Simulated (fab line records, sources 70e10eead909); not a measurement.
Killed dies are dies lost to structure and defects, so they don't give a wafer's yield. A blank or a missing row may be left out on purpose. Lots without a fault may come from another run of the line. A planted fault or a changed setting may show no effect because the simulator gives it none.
fab line records | flow nand_harc
record lots=6 wafers=18 last_day=30
route steps=1302 shown P_M2@320 END@1302
lots that met no fault: from a run of the same line without faults
start_h: hours from the record's first day to the start of the lot's first wafer shown | wait_h: hours since the lot's step before | " the same as in the row above | L1.1+2: a row that stands for several wafers | - no value, or no start given | * or withheld: withheld | < > ~ a bound
route shown NAME@n: a module of which the file shows steps, and the number in the route of the first | usual: mean/standard deviation of fault-free wafers | same: alike in all rows | chamber/n: place in a boat | sites: the reading at each site | _std_site: their standard deviation | _edge_site: outer sites' mean less inner sites' | radius_mm: how far each site lies from the wafer's centre | mask NAME#n: copy n | behind: the tool/chamber that last shaped the wafer | hold: why the lot was held/for how many hours/how that ended | device: the transistor (n, p or np) that didn't switch | end of line: the same wafers' tests at the end of the route | a step without rows: its recipe alone | killed: dies lost to structure and defects at the first sort, not the wafer's yield | map: a wafer's dies, x killed, . not, _ none there
set.NAME: the setting as run; set.NAME@STEP: as run at that earlier step | model.NAME: the simulator's own value behind a step, which no gauge read
lots at some steps of the route; a table a step, a row a wafer
services: from which hour (start_h, from the record's first day; less than 0 if before it) a tool's chamber was out of use, for how many hours, and why
## steps
# step NHARC_P_M2_HMDS_02
# recipe time_s=30
# step NHARC_P_M2_COAT_34
# recipe temp_c=200 time_s=65
# step NHARC_P_M2_COAT_03
# recipe spin_rpm=1500 resist_thk_nm=90
# step NHARC_P_M2_SOFTBAKE_04
# recipe temp_c=105 time_s=55
# step NHARC_P_M2_EBR_05
# step NHARC_P_M2_EXPOSE_06
# recipe na=1.35 target_cd_nm=170 dose_mj=80.78 mask_id=P_M2
# step NHARC_P_M2_PEB_07
# recipe peb_temp_c=100 peb_time_s=65
# step NHARC_P_M2_DEVELOP_08
# recipe develop_time_s=35 dev_temp_c=23
# step NHARC_P_M2_CD_MEAS_09
# recipe target_cd_nm=170 landing_energy_ev=500
# usual cd_nm=170.0/0.7
# columns lot.wafer tool chamber start_h wait_h cd_nm
L302.1 cd_sem-03 0 162.96 - 170.2
L302.5 " 0 " " 169.5
L302.6 " 0 " " 170.1
L307.1 cd_sem-01 0 212.48 - 170.1
L307.2 " 0 " " 169.3
L307.4 " 0 " " 170.1
L312.2 cd_sem-02 0 257.36 - 170.5
L312.3 " 0 " " 170.3
L312.4 " 0 " " 170.4
L313.1 cd_sem-01 0 276.08 - 169.8
L313.4 " 0 " " 169.2
L313.5 " 0 " " 168.9
L315.1 cd_sem-03 0 288.07 - 169.1
L315.4 " 0 " " 169.5
L315.6 " 0 " " 169.5
L318.2 cd_sem-01 0 317.82 - 171.1
L318.5 " 0 " " 170.1
L318.6 " 0 " " 170.9
# step NHARC_P_M2_OVL_MEAS_10
# recipe pitch_nm=340
# usual overlay_x_nm=0.0/0.73 overlay_y_nm=0.0/0.95
# columns lot.wafer tool chamber start_h wait_h overlay_x_nm overlay_y_nm
L302.1 overlay-01 - 163.05 - 0.1 0.2
L302.5 " - " " 0.3 -0.6
L302.6 " - " " -0.1 -0.7
L307.1 overlay-02 - 212.57 - -1.6 -0.1
L307.2 " - " " -1.7 0.5
L307.4 " - " " -1.1 1.0
L312.2 overlay-01 - 257.45 - 0.6 -0.4
L312.3 " - " " 0.2 -0.6
L312.4 " - " " 0.1 -1.0
L313.1 overlay-02 - 276.17 - -1.1 -0.2
L313.4 " - " " -1.2 -0.7
L313.5 " - " " -1.3 -1.1
L315.1 overlay-02 - 288.16 - 0.6 0.2
L315.4 " - " " 0.1 -0.3
L315.6 " - " " -0.6 0.2
L318.2 overlay-01 - 317.91 - 0.1 0.1
L318.5 " - " " 0.0 0.4
L318.6 " - " " -0.1 0.0
# step NHARC_P_M2_INSPECT_11
# usual raw_defect_count=4.7/2.9
# columns lot.wafer tool chamber start_h wait_h raw_defect_count
L302.1 defect_inspect-02 - 163.09 0.0 5
L302.5 " - " " 2
L302.6 " - " " 5
L307.1 defect_inspect-02 - 212.61 0.0 1
L307.2 " - " " 7
L307.4 " - " " 6
L312.2 defect_inspect-01 - 257.49 0.0 2
L312.3 " - " " 3
L312.4 " - " " 5
L313.1 defect_inspect-02 - 276.21 0.0 4
L313.4 " - " " 9
L313.5 " - " " 8
L315.1 defect_inspect-01 - 288.20 0.0 5
L315.4 " - " " 4
L315.6 " - " " 3
L318.2 defect_inspect-02 - 317.94 0.0 11
L318.5 " - " " 11
L318.6 " - " " 5
# step NHARC_P_M2_DESCUM_14
# recipe time_s=3 o2_flow_sccm=200 ar_flow_sccm=0 bias_power_w=0 chemistry=O2
# usual drypump_motor_current_A=5.7/0.46 oes_product_au=1.001/0.0088 rf_vpp_V=57.8/0.83 showerhead_plenum_p_Torr=1.94/0.088 throttle_valve_pct=11.311/0.0088
# columns lot.wafer tool chamber start_h wait_h drypump_motor_current_A oes_product_au rf_hours_counter_h rf_vpp_V showerhead_plenum_p_Torr throttle_valve_pct
L302.1 rie_diel-10 3 163.15 0.1 6.6 0.985 5.9 58.1 1.92 11.305
L302.6 " 1 " " 5.4 1.007 - 56.6 2.05 11.318
L302.5 " 2 " " 5.8 0.989 - 58.2 2.04 11.316
L307.2 rie_diel-10 1 212.67 0.1 5.4 0.997 9.2 57.1 2.05 11.297
L307.1 " 2 " " 5.8 0.999 9.1 57.0 2.03 11.313
L307.4 " 3 " " 6.7 0.974 9.7 58.4 1.91 11.305
L312.3 rie_diel-01 2 257.56 0.1 6.2 0.997 1.9 56.7 1.88 11.324
L312.4 " 3 " " 5.5 0.991 2.1 57.9 2.06 11.313
L312.2 " 0 " " 4.9 0.997 1.8 57.9 1.95 11.327
L313.1 rie_diel-10 3 276.28 0.1 6.6 1.003 0.4 56.9 1.91 11.310
L313.5 " 2 " " 5.8 1.018 - 58.4 2.03 11.300
L313.4 " 0 " " 5.5 0.996 - 57.3 1.91 11.310
L315.1 rie_diel-01 3 288.27 0.1 5.5 0.993 4.1 58.4 2.06 11.312
L315.6 " 2 " " 6.2 1.000 - 56.8 1.88 11.301
L315.4 " 3 " " 5.5 0.993 - 59.1 2.06 11.321
L318.2 rie_diel-01 2 318.03 0.1 6.2 0.998 3.9 57.8 1.88 11.308
L318.6 " 3 " " 5.5 0.998 - 56.3 2.06 11.320
L318.5 " 0 " " 4.8 1.009 - 58.4 1.95 11.307
# step NHARC_P_M2_ETCH_35
# recipe target_depth_a=400 overetch_a=120 time_s=43.94 ion_energy_ev=200 n2_flow_sccm=150 h2_flow_sccm=150 ar_flow_sccm=0 rf_w=400 bias_w=150 chemistry=N2/H2
# usual drypump_motor_current_A=5.6/0.47 oes_product_au=1.001/0.008 rf_vpp_V=431.0/2.8 run_length_s=65.2/0.53 showerhead_plenum_p_Torr=2.06/0.097 throttle_valve_pct=14.171/0.0095
# columns lot.wafer tool chamber start_h wait_h drypump_motor_current_A oes_product_au rf_hours_counter_h rf_vpp_V run_length_s showerhead_plenum_p_Torr throttle_valve_pct
L302.1 rie_diel-10 2 163.25 0.1 5.8 1.000 5.1 433.5 65.6 2.17 14.158
L302.5 " 3 " " 6.6 0.984 - 430.6 65.3 2.04 14.174
L302.6 " 1 " " 5.4 1.007 - 433.8 64.8 2.19 14.179
L307.2 rie_diel-10 3 212.76 0.1 6.6 0.990 9.7 429.0 65.9 2.04 14.180
L307.1 " 0 " " 5.5 0.991 9.1 429.9 65.3 2.03 14.169
L307.4 " 1 " " 5.5 1.009 9.2 434.0 65.1 2.19 14.173
L312.2 rie_diel-01 0 257.63 0.1 4.8 0.992 1.8 430.8 64.9 2.08 14.164
L312.4 " 2 " " 6.2 0.988 1.9 428.8 64.5 2.00 14.176
L312.3 " 3 " " 5.5 0.992 2.1 435.4 64.6 2.20 14.166
L313.1 rie_diel-10 0 276.39 0.1 5.5 1.003 1.6 428.5 65.2 2.03 14.185
L313.4 " 2 " " 5.8 1.005 - 433.3 66.4 2.17 14.179
L313.5 " 3 " " 6.7 1.009 - 430.6 65.4 2.04 14.150
L315.1 rie_diel-01 2 288.38 0.1 6.2 1.003 2.8 429.8 53.7 2.00 14.171
L315.4 " 3 " " 5.5 1.000 - 434.7 53.7 2.20 14.184
L315.6 " 2 " " 6.2 1.010 - 427.8 53.7 2.00 14.181
L318.2 rie_diel-01 2 318.09 0.1 6.2 1.001 3.9 430.9 53.7 2.00 14.173
L318.6 " 2 " " 6.2 0.995 - 430.1 54.0 2.00 14.159
L318.5 " 3 " " 5.5 1.000 - 435.1 53.9 2.20 14.176
# step NHARC_P_M2_ETCH_15
# recipe target_depth_a=1825 time_s=91.2 c4f8_flow_sccm=withheld ar_flow_sccm=400 rf_w=600 bias_w=300 chemistry=C4F8/Ar
# usual oes_product_au=0.942/0.02 rf_vpp_V=441.5/2.8 run_length_s=112.4/0.5
# columns lot.wafer tool chamber start_h wait_h oes_product_au rf_hours_counter_h rf_vpp_V run_length_s
L302.1 rie_diel-10 1 - - 0.934 4.3 444.9 111.9
L302.6 " 1 " " 0.927 - 444.7 111.9
L302.5 " 2 " " 0.924 - 443.8 113.2
L307.2 rie_diel-10 0 - - 0.920 9.1 440.1 112.3
L307.4 " 1 " " 0.932 9.2 446.5 111.9
L307.1 " 3 " " 0.916 9.7 439.2 112.5
L312.4 rie_diel-01 0 - - 0.974 1.8 442.0 112.2
L312.2 " 2 " " 0.970 1.9 439.1 112.2
L312.3 " 3 " " 0.976 2.1 445.4 111.8
L313.1 rie_diel-10 2 - - 0.925 1.8 444.7 112.8
L313.4 " 3 " " 0.919 - 440.8 112.7
L313.5 " 0 " " 0.925 - 440.1 112.6
L315.1 rie_diel-01 1 288.48 0.1 0.949 3.7 437.6 112.7
L315.4 " 3 " " 0.950 - 446.0 111.6
L315.6 " 1 " " 0.945 - 438.5 112.9
L318.2 rie_diel-01 0 - - 0.930 4.3 440.6 112.7
L318.5 " 1 " " 0.923 - 438.4 112.8
L318.6 " 2 " " 0.928 - 440.8 111.7
# step NHARC_END_SORT_01
# recipe temp_c=25
# usual defect_limited_yield=91/3.2 killed_at_array=53/21 killed_at_other=1.1/1.5 killed_at_periphery=3.9/2.7 killed_dies=58/21 killed_open=3.4/1.9 killed_short=2.3/1.5
# same gross_dies=677
# columns lot.wafer tool chamber start_h wait_h defect_limited_yield[%] killed_at_array killed_at_other killed_at_periphery killed_dies killed_open killed_short
L307.1 prober-01 0 648.26 2.5 95 32 1 4 37 7 2
L307.2 prober-01 0 649.07 2.8 95 28 1 6 35 2 0
L307.4 prober-01 0 650.69 3.4 94 28 2 10 40 3 4
L313.1 prober-02 0 703.64 2.5 91 60 0 2 62 1 3
L313.4 prober-02 0 706.05 3.4 90 61 0 6 67 10 0
L313.5 prober-02 0 706.85 3.7 90 64 0 6 70 3 2
# killed by level:class
L307.1 A_CHANNEL_HOLE_D2:chamber_film_flake=12 P_M2:chamber_film_flake=4 A_DECK1_JOINT:chamber_film_flake=3 A_WL_FILL:chamber_film_flake=3 A_CHANNEL_HOLE_D1:chamber_film_flake=2 A_STAIRCASE:chamber_film_flake=2 A_ONON_D1:geometric_particle:open=1 A_ONON_D1:geometric_particle:short=1
L307.2 A_CHANNEL_HOLE_D2:chamber_film_flake=15 P_M2:chamber_film_flake=5 A_CHANNEL_HOLE_D1:chamber_film_flake=4 A_BLC:geometric_particle:open=2 A_STAIRCASE:chamber_film_flake=2 A_CONTACT:chamber_film_flake=2 P_ZERO_WELL:chamber_film_flake=1 A_CHANNEL_FILL_D1:chamber_film_flake=1
L307.4 A_CHANNEL_HOLE_D2:chamber_film_flake=13 A_CHANNEL_HOLE_D1:chamber_film_flake=6 P_GATE:chamber_film_flake=3 P_M2:chamber_film_flake=3 A_CONTACT:chamber_film_flake=3 A_CHANNEL_FILL_D2:geometric_particle:short=2 P_STI:chamber_film_flake=2 THIN_TSV:chamber_film_flake=2
L313.1 A_CHANNEL_HOLE_D1:chamber_film_flake=26 A_CHANNEL_HOLE_D2:chamber_film_flake=22 A_CONTACT:chamber_film_flake=3 P_M0:chamber_film_flake=2 A_CHANNEL_FILL_D2:chamber_film_flake=2 A_SLIT:chamber_film_flake=2 A_DECK1_JOINT:geometric_particle:short=1 A_CHANNEL_FILL_D2:geometric_particle:short=1
L313.4 A_CHANNEL_HOLE_D1:chamber_film_flake=25 A_CHANNEL_HOLE_D2:chamber_film_flake=16 A_SLIT:chamber_film_flake=5 P_M0:chamber_film_flake=4 A_WL_FILL:geometric_particle:open=3 A_BONDPAD:chamber_film_flake=3 A_ONON_D2:geometric_particle:open=2 A_CONTACT:chamber_film_flake=2
L313.5 A_CHANNEL_HOLE_D1:chamber_film_flake=30 A_CHANNEL_HOLE_D2:chamber_film_flake=21 P_M0:chamber_film_flake=5 A_BONDPAD:chamber_film_flake=4 A_CHANNEL_FILL_D2:geometric_particle:open=2 A_CONTACT:chamber_film_flake=2 A_CHANNEL_FILL_D1:geometric_particle:open=1 A_DECK1_JOINT:geometric_particle:short=1
## services
# columns tool chamber start_h hours kind
rie_diel-10 0 148.08 - clean
rie_diel-10 1 148.08 - clean
rie_diel-10 2 148.08 - clean
rie_diel-10 3 148.08 - clean
rie_diel-01 0 158.51 - clean
rie_diel-01 1 158.51 - clean
rie_diel-01 2 158.51 - clean
rie_diel-01 3 158.51 - clean
rie_diel-10 0 161.55 5.6 repair
rie_diel-10 0 172.58 - clean
rie_diel-10 1 172.58 - clean
rie_diel-10 2 172.58 - clean
rie_diel-10 3 172.58 - clean
rie_diel-01 0 183.01 - clean
rie_diel-01 1 183.01 - clean
rie_diel-01 2 183.01 - clean
rie_diel-01 3 183.01 - clean
rie_diel-01 - 203.80 9.0 pm
rie_diel-10 3 226.91 15.0 repair
rie_diel-10 - 242.50 9.0 pm
rie_diel-10 3 261.20 6.9 repair
rie_diel-01 2 265.61 4.7 repair
rie_diel-10 1 274.67 2.5 repair
rie_diel-01 0 278.31 18.7 repair
## key
first_sign step=NHARC_P_M2_ETCH_35 reading=run_length_s direction=down sigmas=21 usual=* struck=*
effect none on later readings
met_at NHARC_P_M2_ETCH_35
struck_wafers L315.1,L315.4,L315.6,L318.2,L318.5,L318.6
rows_end L318.2,L318.5,L318.6
onset_between 257.63 288.38
fault kind=process_parameter_drift tool=rie_diel-01 chamber=- onset_h=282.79 steps=NHARC_P_M2_ETCH_35 channel=time_s offset=* shape=step acts_in=* stated=*
# rows_end: these wafers met a further fault down the route, and their rows from its step on are left out
